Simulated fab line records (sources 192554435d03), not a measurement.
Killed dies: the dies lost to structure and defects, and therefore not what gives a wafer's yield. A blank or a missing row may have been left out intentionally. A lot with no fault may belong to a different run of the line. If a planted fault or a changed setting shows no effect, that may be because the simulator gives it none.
fab line records || flow n5Finfet
record {"lots": 3, "wafers": 9, "lastDay": 18}
route steps=1938 shown BEOL_M8@1368 BEOL_M9@1401 PASSIVATION@1936
lots that met no fault: taken from a fault-free run of the same line
startH: the number of hours between the record's first day and the start of the first shown wafer of the lot || waitH: hours from the lot's prior step to this one || " identical to the entry in the row above || L1.1+2: a single row standing in for several wafers || - either no value or no given start || * or withheld: withheld || < > ~ a bound
route shown NAME@n: NAME is a module with steps in the file, n the number in the route of the first one || usual: mean/standard deviation of fault-free wafers || same: alike in all rows || chamber/n: place in a boat || sites: each site's reading || _std_site: the values' standard deviation || _edge_site: outer sites' mean less inner sites' || radiusMm: how far each site lies from the wafer's centre || mask NAME#n: copy n || behind: the tool/chamber that last shaped the wafer || hold: the reason the lot was held/the length of the hold in hours/how it ended || device: names the non-switching transistor (n, p or np) || end of line: at the end of the route, the tests of the same wafers || where a step has no rows: the recipe by itself || killed: the dies lost at the first sort to structure and to defects; this is not the yield of the wafer || map: shows each die of a wafer: x if killed, . if not, _ if none is there
set.NAME: the setting the step ran with; set.NAME@STEP: the setting that earlier step ran with || model.NAME: the simulator's own value behind a step, which no gauge read
a table for each step, a row for each wafer; lots at some steps of the route
services: the hour from which a tool's chamber was out of use, counted from the record's first day as startH (under 0 if before that day), plus the number of hours and why
## steps
# step N5_BEOL_M8_DESCUM_33
# recipe {"chemistry": "O2", "timeS": 7, "sourcePowerW": 50, "biasPowerW": 20, "pressureMtorr": 20, "rfFrequencyHz": 2.712e+07, "tempC": 40, "resist": "CAR-EUV", "o2FlowSccm": 225}
# step N5_BEOL_M8_ETCH_72
# recipe {"chemistry": "N2/H2", "target": "underlayer", "targetDepthA": 65, "maskMaterial": "CAR-EUV", "timeS": 5.2, "ionEnergyEv": 200, "pressureMtorr": 30, "sourceW": 840, "biasW": 150, "n2FlowSccm": 200, "h2FlowSccm": 200, "ends": "cleared"}
# step N5_BEOL_M8_ETCH_65
# recipe {"chemistry": "CF4", "target": "SiARC", "targetDepthA": 156, "maskMaterial": "CAR-EUV", "timeS": 26, "ionEnergyEv": 80, "pressureMtorr": 40, "sourceW": 545, "biasW": 36, "Ar_flow_sccm": 100, "cf4FlowSccm": 100, "ends": "cleared"}
# step N5_BEOL_M8_ETCH_66
# recipe {"chemistry": "N2/H2", "target": "SOC", "targetDepthA": 800, "overetchA": 160, "maskMaterial": "SiARC", "tempC": 40, "timeS": 120, "ionEnergyEv": 200, "pressureMtorr": 30, "sourceW": 840, "biasW": 150, "n2FlowSccm": 200, "h2FlowSccm": 200}
# step N5_BEOL_M8_STRIP_69
# recipe {"chemistry": "N2/H2", "tempC": 40, "n2FlowSccm": 200, "h2FlowSccm": 200, "rfFrequencyHz": 6e+07}
# step N5_BEOL_M8_STRIP_73
# recipe {"chemistry": "N2/H2", "tempC": 40, "n2FlowSccm": 200, "h2FlowSccm": 200, "rfFrequencyHz": 6e+07}
# step N5_BEOL_M8_VIA_ETCH_34
# recipe {"chemistry": "C4F6/O2", "target": "SiCOH_lowk", "targetDepthA": 1255, "maskMaterial": "SOC", "taperDeg": 4, "timeS": 50.5, "ionEnergyEv": 250, "pressureMtorr": 30, "sourceW": 345, "biasW": 185, "Ar_flow_sccm": 300, "C4F6_flow_sccm": 10, "O2_flow_sccm": 10}
# step N5_BEOL_M8_STRIP_76
# recipe {"chemistry": "C4F6/O2", "resist": "SiARC", "rfFrequencyHz": 6e+07}
# step N5_BEOL_M8_STRIP_36
# recipe {"chemistry": "N2/H2", "powerW": 450, "tempC": 40, "pressureMtorr": 20, "rfFrequencyHz": 6e+07, "overashFraction": 0.3, "biasPowerW": 7, "h2Frac": 0.5, "n2FlowSccm": 200, "h2FlowSccm": 200}
# step N5_BEOL_M8_TRENCH_ETCH_37
# recipe {"chemistry": "C4F6/O2", "targetDepthA": 934.78, "target": "SiCOH_lowk", "timeS": 31.2, "ionEnergyEv": 250, "pressureMtorr": 30, "sourceW": 345, "biasW": 185, "Ar_flow_sccm": 300, "C4F6_flow_sccm": 10, "O2_flow_sccm": 10}
# usual {"drypumpMotorCurrentA": "5.7/0.44", "oes_f_703_au": "0.79/0.088", "oes_o_777_au": "0.79/0.084", "oesProductAu": "0.80/0.089", "rfVppV": "669/9.1", "showerheadPlenumPTorr": "2.85/0.11", "throttleValvePct": "20.94/0.24"}
# same {"timeS": 31.2}
{"lot.wafer": "L320.1", "tool": "rieDiel-06", "chamber": 3, "startH": 253.87, "waitH": "-", "drypumpMotorCurrentA": 5.6, "oes_f_703_au": 0.84, "oes_o_777_au": 0.83, "oesProductAu": 0.85, "rfHoursCounterH": 48, "rfVppV": 662, "showerheadPlenumPTorr": 2.79, "throttleValvePct": 21.21}
{"lot.wafer": "L320.3", "tool": "rieDiel-06", "chamber": 1, "startH": 253.87, "waitH": "-", "drypumpMotorCurrentA": 5.5, "oes_f_703_au": 0.85, "oes_o_777_au": 0.86, "oesProductAu": 0.87, "rfHoursCounterH": 38, "rfVppV": 653, "showerheadPlenumPTorr": 2.76, "throttleValvePct": 20.42}
{"lot.wafer": "L320.4", "tool": "rieDiel-06", "chamber": 0, "startH": 253.87, "waitH": "-", "drypumpMotorCurrentA": 6.5, "oes_f_703_au": 0.73, "oes_o_777_au": 0.75, "oesProductAu": 0.74, "rfHoursCounterH": 153, "rfVppV": 676, "showerheadPlenumPTorr": 2.73, "throttleValvePct": 20.97}
{"lot.wafer": "L326.2", "tool": "rieDiel-03", "chamber": 1, "startH": 306.31, "waitH": "-", "drypumpMotorCurrentA": 5.6, "oes_f_703_au": 0.92, "oes_o_777_au": 0.91, "oesProductAu": 0.93, "rfHoursCounterH": 30, "rfVppV": 662, "showerheadPlenumPTorr": 2.92, "throttleValvePct": 21.10}
{"lot.wafer": "L326.3", "tool": "rieDiel-03", "chamber": 2, "startH": 306.31, "waitH": "-", "drypumpMotorCurrentA": 5.7, "oes_f_703_au": 0.82, "oes_o_777_au": 0.80, "oesProductAu": 0.86, "rfHoursCounterH": 57, "rfVppV": 676, "showerheadPlenumPTorr": 3.02, "throttleValvePct": 21.09}
{"lot.wafer": "L326.4", "tool": "rieDiel-03", "chamber": 0, "startH": 306.31, "waitH": "-", "drypumpMotorCurrentA": 5.4, "oes_f_703_au": 0.68, "oes_o_777_au": 0.71, "oesProductAu": 0.69, "rfHoursCounterH": 226, "rfVppV": 669, "showerheadPlenumPTorr": 2.71, "throttleValvePct": 21.02}
{"lot.wafer": "L337.1", "tool": "rieDiel-03", "chamber": 1, "startH": 370.97, "waitH": "-", "drypumpMotorCurrentA": 5.7, "oes_f_703_au": 0.89, "oes_o_777_au": 0.88, "oesProductAu": 0.89, "rfHoursCounterH": 51, "rfVppV": 661, "showerheadPlenumPTorr": 2.91, "throttleValvePct": 21.13}
{"lot.wafer": "L337.4", "tool": "rieDiel-03", "chamber": 3, "startH": 370.97, "waitH": "-", "drypumpMotorCurrentA": 6.6, "oes_f_703_au": 0.75, "oes_o_777_au": 0.76, "oesProductAu": 0.75, "rfHoursCounterH": "-", "rfVppV": 678, "showerheadPlenumPTorr": 2.96, "throttleValvePct": 20.84}
{"lot.wafer": "L337.6", "tool": "rieDiel-03", "chamber": 2, "startH": 370.97, "waitH": "-", "drypumpMotorCurrentA": 5.7, "oes_f_703_au": 0.79, "oes_o_777_au": 0.77, "oesProductAu": 0.82, "rfHoursCounterH": "-", "rfVppV": 677, "showerheadPlenumPTorr": 3.01, "throttleValvePct": 21.14}
# step N5_BEOL_M8_ETCH_41
# recipe {"chemistry": "CH3F/O2", "target": "SiCN", "targetDepthA": 319, "taperDeg": 2, "timeS": 57.8, "ionEnergyEv": 120, "maskMaterial": "TiN", "pressureMtorr": 30, "sourceW": 395, "biasW": 75, "Ar_flow_sccm": 150, "CH3F_flow_sccm": 30, "O2_flow_sccm": 20}
# step N5_BEOL_M8_STRIP_80
# recipe {"chemistry": "N2/H2", "timeS": 10, "powerW": 450, "tempC": 40, "pressureMtorr": 20, "rfFrequencyHz": 6e+07, "biasPowerW": 7, "n2FlowSccm": 200, "h2FlowSccm": 200}
# step N5_BEOL_M8_HM_STRIP_39
# recipe {"chemistry": "peroxideTinStrip", "material": "TiN", "targetDepthA": 250, "tempC": 50, "timeS": 158}
# step N5_BEOL_M8_SRD_40
# recipe {"timeS": 30, "tempC": 23, "rinseLiquid": "diw", "dry": "ipaMarangoni"}
# step N5_BEOL_M8_PRECLEAN_42
# recipe {"chemistry": "residueRemover", "timeS": 60, "tempC": 40}
# step N5_BEOL_M8_SRD_43
# recipe {"timeS": 30, "tempC": 23, "rinseLiquid": "diw", "dry": "ipaMarangoni"}
# step N5_BEOL_M8_CURE_75
# recipe {"tempC": 370, "timeS": 120, "ambient": "DMADMS/He", "material": "SiCOH_lowk"}
# step N5_BEOL_M8_DEGAS_44
# recipe {"ambient": "vacuum", "tempC": 250, "timeS": 60}
# step N5_BEOL_M8_PRE_CLEAN_45
# recipe {"gas": "H2/He", "timeS": 30, "tempC": 250}
# step N5_BEOL_M8_ALD_77
# recipe {"material": "TaN", "targetThkA": 20, "tempC": 275, "aldPrecursorFamily": "PDMAT", "aldCoReactant": "NH3", "pressureTorr": 3, "carrierFlowSccm": 1500, "pulseTimeS": 2, "purgeTimeS": 3, "coReactantPurgeTimeS": 2, "coReactantPulseTimeS": 3, "aldCycles": 40, "precursorVesselTempC": 75, "precursorVesselPressureTorr": 26.25, "precursorVesselCarrierSccm": 1000}
# step N5_BEOL_M8_SURFACE_TREAT_79
# recipe {"gas": "Ar", "timeS": "*", "ionEnergyEv": "*", "ionCurrentMaCm2": 0.5, "pressureMtorr": "*", "arFlowSccm": 30}
# step N5_BEOL_M8_CVD_78
# recipe {"material": "Co", "targetThkA": 20, "tempC": "withheld", "precursor": "CCTBA/H2", "pressureTorr": 30, "timeS": 142.3}
# step N5_BEOL_M8_SPUTTER_48
# recipe {"material": "Cu", "targetThkA": 100, "tempC": -20, "biasV": 60, "powerW": 26000, "chamberPressurePa": 0.13, "timeS": 1.667}
# step N5_BEOL_M8_ECD_50
# recipe {"material": "Cu", "targetThkA": 3000}
# step N5_BEOL_M8_ANNEAL_51
# recipe {"tempC": 225, "timeS": 90, "ambient": "N2"}
# step N5_BEOL_M8_CMP_52
# recipe {"stopOn": "SiCOH_lowk", "tOverpolishS": 6.9, "downForcePsi": 1, "platenRpm": 50, "clearingPlatenDownForcePsi": 1.5, "clearingPlatenRpm": 50, "postCmpClean": "cuAlkaline", "targetThkNm": 80, "clearingPlatenPadVelocityMS": 0.99484, "padVelocityMS": 0.99484}
# step N5_BEOL_M8_PRE_CLEAN_55
# recipe {"gas": "NH3", "timeS": 15, "tempC": "withheld", "rfPowerW": 300}
# step N5_BEOL_M8_DEP_56
# recipe {"material": "SiCN", "targetThkA": 100, "tempC": "withheld", "precursor": "3MS/NH3", "pressureTorr": 3, "rfW": 202, "timeS": 17.5}
# step N5_BEOL_M9_ILD_DEP_00
# recipe {"material": "SiCOH_lowk", "targetThkA": 3085.1, "tempC": 300, "precursor": "DEMS/porogen", "pressureTorr": 5, "rfW": 500, "timeS": 58}
# step N5_BEOL_M9_CURE_71
# recipe {"tempC": 385, "timeS": 240, "ambient": "He/Ar", "material": "SiCOH_lowk"}
# step N5_BEOL_M9_PECVD_70
# recipe {"material": "SiO2", "targetThkA": 200, "tempC": 400, "precursor": "TEOS/O2", "pressureTorr": 5.5, "rfW": 450, "teosFlowSccm": 53.8, "gas": "O2", "flowSccm": 3000, "timeS": 22.7}
# step N5_BEOL_M9_HM_DEP_02
# recipe {"material": "TiN", "targetThkA": 200, "tempC": 25, "chamberPressurePa": 0.49996}
# step N5_BEOL_M9_COAT_59
# recipe {"resist": "SOC", "tempC": 250, "timeS": 60, "spinRpm": 1500, "resistThkNm": 100}
# step N5_PASSIVATION_PROBE_49
# usual {"defectLimitedYield": "91.1/1.5", "killed_at_M0_to_M3": "33/9.9", "killed_at_M4_up": "14/5.2", "killedAtContacts": "12/6.7", "killedAtFrontEnd": "43/13", "killedAtOther": "3.4/2.7", "killedDies": "105/17", "killedOpen": "69/13", "killedShort": "33/7.5", "sort_bin_5_function": "5.2/0.91", "sort_bin_6_memory": "3.3/0.71", "sortNPass": "1075/17", "sortYieldPct": "91.1/1.5"}
# same {"grossDies": 1180, "killedAtBackSide": 0, "sort_bin_4_leakage[%]": 0, "sort_bin_8_speed[%]": 0}
{"lot.wafer": "L326.2", "tool": "prober-02", "chamber": "-", "startH": 370.13, "waitH": 0.1, "defectLimitedYield[%]": 83.6, "killed_at_M0_to_M3": 29, "killed_at_M4_up": 111, "killedAtContacts": 5, "killedAtFrontEnd": 44, "killedAtOther": 4, "killedDies": 193, "killedOpen": 64, "killedShort": 34, "sort_bin_5_function[%]": 10.3, "sort_bin_6_memory[%]": 4.4, "sortNPass": 987, "sortYieldPct[%]": 83.6}
# killed by level:class
L326.2 BEOL_M8:unspecified=95 STI_FIN_REVEAL:geometricParticle:open=16 BEOL_M0_SAQP:geometricParticle:open=9 STI_FIN_REVEAL:geometricParticle:short=8 BEOL_M2:geometricParticle:open=7 BEOL_M4:geometricParticle:open=7 FIN_SAQP:geometricParticle:short=6 MOL_CONTACT_COAG:geometricParticle:open=5
# map L326.2 (x killed, . not)
_________________.x....x.....________________
______________.................x_____________
___________.............x.x........__________
__________.........................._________
________..........x.......x..........._______
_______......................xx.......x______
______......x..x................x......._____
_____...................x..x...xx......x.____
____.x.....x.........x....x......x.....x..___
___.x............x.x.............x.........__
___..................x..........x.......x..__
__...x....xx.......x........................_
__...................x.....x..x............._
_..x..........x.................x.x...xx.....
_......x....x.......x............xx.x........
_.........................x..x.xxx..x...x....
_.x...x.......x............x..xx.xxxx.x....x.
_.........................x.xxxxxxxxxxxx.x...
_x..x..................x.x..xxxxxxxxxxx......
_...........................xxxxxxxxxxx......
_.........x................x.xxxxxxxxxxx.....
__.....x............x.....x..xxx.xxxxxxx...._
__xx...............x......x.xxxxxxxxxxx....._
___..x....x...x...x....x......xxxxxx..xx.x.__
___...x..............x..x..x...xxx.x.x...x.__
____......x..x.........x............x.....___
_____..................................x.____
______....x...x...............x........._____
_______................x...............______
________.....................xx.x..x.._______
__________x........x.x.........x..x._________
___________.........x..............__________
______________.................._____________
_________________............________________
# map L337.1 (x killed, . not)
_________________x...........________________
______________x................._____________
___________.....x...........x.....x__________
__________.....x....x...........x..._________
________.....xx.....x.xx.............x_______
_______.........x.....x...x......x.....______
______x..........x...x...x....x......x.._____
_____.................x...x.....x........____
____......x........x......................___
___.x....x.xx........x.x......x............__
___.x..xx...................x..xx..x.......__
__..x.................x.xx.........xx.x.x..._
__......x.....x.......x..x......x..........._
_.......x...xx.....x............x.........x.x
_......................x....x.....x...x....xx
_.......................x....................
_.................x.............x....x.......
_.......................x.....x...x.x........
_....................x...x...................
_..x...........................x.......x.....
_......................x..x.....x...x....x...
__..........................x.x...........xx_
__.....xx..x..x..........x.....x.x.........._
___................xx.xx.......x...........__
___......x....x...x.....x..........x......x__
____.....x...x............x.x.x...x.......___
_____..x...........x................x....____
______...x......x...x.....x..x...x......_____
_______....xx....x.........x...........______
________.............................._______
__________...........x.............._________
___________.x..............x..x....__________
______________.......x....x....._____________
_________________...........x________________
## services
{"tool": "rieDiel-06", "chamber": 2, "startH": 254.76, "hours": 7.2, "kind": "repair"}
{"tool": "rieDiel-03", "chamber": 1, "startH": 331.23, "hours": 10.9, "kind": "repair"}
{"tool": "rieDiel-06", "chamber": "-", "startH": 364.60, "hours": 2.4, "kind": "repair"}
{"tool": "rieDiel-03", "chamber": 0, "startH": 368.14, "hours": "-", "kind": "clean"}
{"tool": "rieDiel-03", "chamber": 0, "startH": 368.14, "hours": "-", "kind": "consumableReplace:focusRing"}
{"tool": "rieDiel-03", "chamber": 0, "startH": 368.14, "hours": "-", "kind": "consumableReplace:showerhead"}
{"tool": "rieDiel-03", "chamber": 0, "startH": 368.14, "hours": 16.1, "kind": "scheduledDown"}
{"tool": "rieDiel-03", "chamber": 0, "startH": 368.14, "hours": 16.1, "kind": "ventCycle"}
## key
firstSign {"step": "N5_PASSIVATION_PROBE_49", "reading": "killed_at_M4_up", "direction": "up", "sigmas": 19, "usual": 14, "struck": 111}
effect {"step": "N5_PASSIVATION_PROBE_49", "reading": "defectLimitedYield", "direction": "down", "sigmas": 5.1, "usual": 91.1, "struck": 83.6}
moreKillsBornAt {"N5_BEOL_M8_TRENCH_ETCH_37@rieDiel-03": 95}
metAt N5_BEOL_M8_TRENCH_ETCH_37
struckWafers L326.2
fault {"kind": "chamberParticleSource", "tool": "rieDiel-03", "chamber": 1, "onsetH": 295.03, "steps": "N5_BEOL_M8_TRENCH_ETCH_37", "ratePerVisitCm2": 0.40251, "endH": 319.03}
